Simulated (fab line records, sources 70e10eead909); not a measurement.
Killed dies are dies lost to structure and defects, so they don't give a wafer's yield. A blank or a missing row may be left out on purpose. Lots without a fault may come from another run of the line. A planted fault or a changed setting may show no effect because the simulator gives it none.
Which tool did it? | flow nand_harc | 12 lots, 36 wafers sampled, at 5 steps of a route of 1302

WHAT THE GAUGES READ, wafer by wafer
NHARC_A_BLC_INSPECT_28.
lot  | measured     | on                | raw_defect_count
L077 | day 23 14:20 | defect_inspect-01 | 620 650 474
L076 | day 23 19:46 | defect_inspect-01 | 520 452 483
L079 | day 24 18:19 | defect_inspect-01 | 399 391 404
L081 | day 25 21:10 | defect_inspect-01 | 492 472 322
L083 | day 26 09:38 | defect_inspect-02 | 396 470 487
L086 | day 26 16:40 | defect_inspect-02 | 390 593 592
L087 | day 28 06:14 | defect_inspect-02 | 506 516 588
L089 | day 28 11:48 | defect_inspect-01 | 564 537 626
L093 | day 30 06:10 | defect_inspect-02 | 463 489 428
L091 | day 30 09:49 | defect_inspect-02 | 476 661 747
L095 | day 31 15:10 | defect_inspect-01 | 383 720 485
L097 | day 32 00:07 | defect_inspect-01 | 618 746 583

WHICH TOOL RAN EACH LOT (tool, then ch and the chambers of the sampled wafers, then the start)
lot  | NHARC_A_CONTACT_ETCH_131             | NHARC_A_CONTACT_ETCH_106           | NHARC_A_CONTACT_ETCH_135             | NHARC_A_BLC_ALD_23
L077 | har_cap_etch-03 ch 0,1, day 22 23:44 | rie_diel-08 ch 0,1,3, day 23 01:51 | har_cap_etch-02 ch 0, day 23 06:32   | ald_metal-02 ch 1,3, day 23 13:13
L076 | har_cap_etch-01 ch 0,1, day 23 03:05 | rie_diel-12 ch 0,1,2, day 23 04:44 | har_cap_etch-03 ch 0,1, day 23 11:09 | ald_metal-03 ch 0,1,3, day 23 18:37
L079 | har_cap_etch-01 ch 0,1, day 24 03:04 | rie_diel-12 ch 0,1, day 24 04:37   | har_cap_etch-02 ch 0,1, day 24 10:19 | ald_metal-02 ch 1,2, day 24 17:13
L081 | har_cap_etch-03 ch 0,1, day 25 06:45 | rie_diel-12 ch 1,2,3, day 25 08:22 | har_cap_etch-02 ch 0,1, day 25 12:55 | ald_metal-02 ch 0,2, day 25 19:35
L083 | har_cap_etch-03 ch 0,1, day 25 19:17 | rie_diel-12 ch 0,2, day 25 20:56   | har_cap_etch-01 ch 0,1, day 26 01:46 | ald_metal-04 ch 1,2,3, day 26 08:33
L086 | har_cap_etch-02 ch 0,1, day 26 01:44 | rie_diel-08 ch 1,2, day 26 04:01   | har_cap_etch-02 ch 0,1, day 26 08:44 | ald_metal-03 ch 0,1,2, day 26 15:35
L087 | har_cap_etch-02 ch 0,1, day 27 15:25 | rie_diel-12 ch 0,1,3, day 27 17:03 | har_cap_etch-02 ch 0,1, day 27 21:44 | ald_metal-02 ch 1,2, day 28 04:35
L089 | har_cap_etch-03 ch 0,1, day 27 20:08 | rie_diel-12 ch 0,3, day 27 21:49   | har_cap_etch-03 ch 0,1, day 28 02:28 | ald_metal-02 ch 0,1,2, day 28 10:38
L093 | har_cap_etch-03 ch 0,1, day 29 13:43 | rie_diel-12 ch 1,2, day 29 15:22   | har_cap_etch-01 ch 0,1, day 29 22:09 | ald_metal-02 ch 0,1,3, day 30 04:59
L091 | har_cap_etch-02 ch 0,1, day 29 18:57 | rie_diel-08 ch 1,2, day 29 20:38   | har_cap_etch-03 ch 0,1, day 30 01:43 | ald_metal-04 ch 0,2, day 30 08:42
L095 | har_cap_etch-02 ch 0,1, day 30 23:56 | rie_diel-08 ch 0,3, day 31 01:36   | har_cap_etch-02 ch 0,1, day 31 06:44 | ald_metal-02 ch 1,3, day 31 14:01
L097 | har_cap_etch-01 ch 0,1, day 31 06:49 | rie_diel-01 ch 0,2, day 31 08:30   | har_cap_etch-02 ch 0,1, day 31 15:34 | ald_metal-04 ch 0,2, day 31 22:58
- NHARC_A_CONTACT_ETCH_131: etches the open film in C4F8/O2/Ar, time 197 s, target depth 1918 nm.
- NHARC_A_CONTACT_ETCH_106: etches the open film in CF4/O2, target depth 90 nm, overetch 9 nm, time 49.5 s.
- NHARC_A_CONTACT_ETCH_135: etches the open film in C4F8/O2/Ar, time 311 s, target depth 1912 nm.
- NHARC_A_BLC_ALD_23: deposits TiN, target thk 3 nm, pulse time 1 s, ald cycles 150.

THE ANSWER, worked out from the rows above alone
Rule: what is usual is taken from the lots themselves. Put in order of their means at a reading, lots are off if they are a third of the lots or fewer, leave a main group of 4 or more, and stand apart from it by a gap of 3 or more times the standard deviation of the main group's means; of several such gaps the widest counts. A main group whose means are all the same, to the digits that the tables above print for the reading, isn't used. A lot without any number at a reading at which 4 lots or more have one is off too. The other lots that the step has rows for count as sound.
No lot is off at any reading shown: from this, nothing can be told.

WHAT THE SIMULATOR HAD PUT IN
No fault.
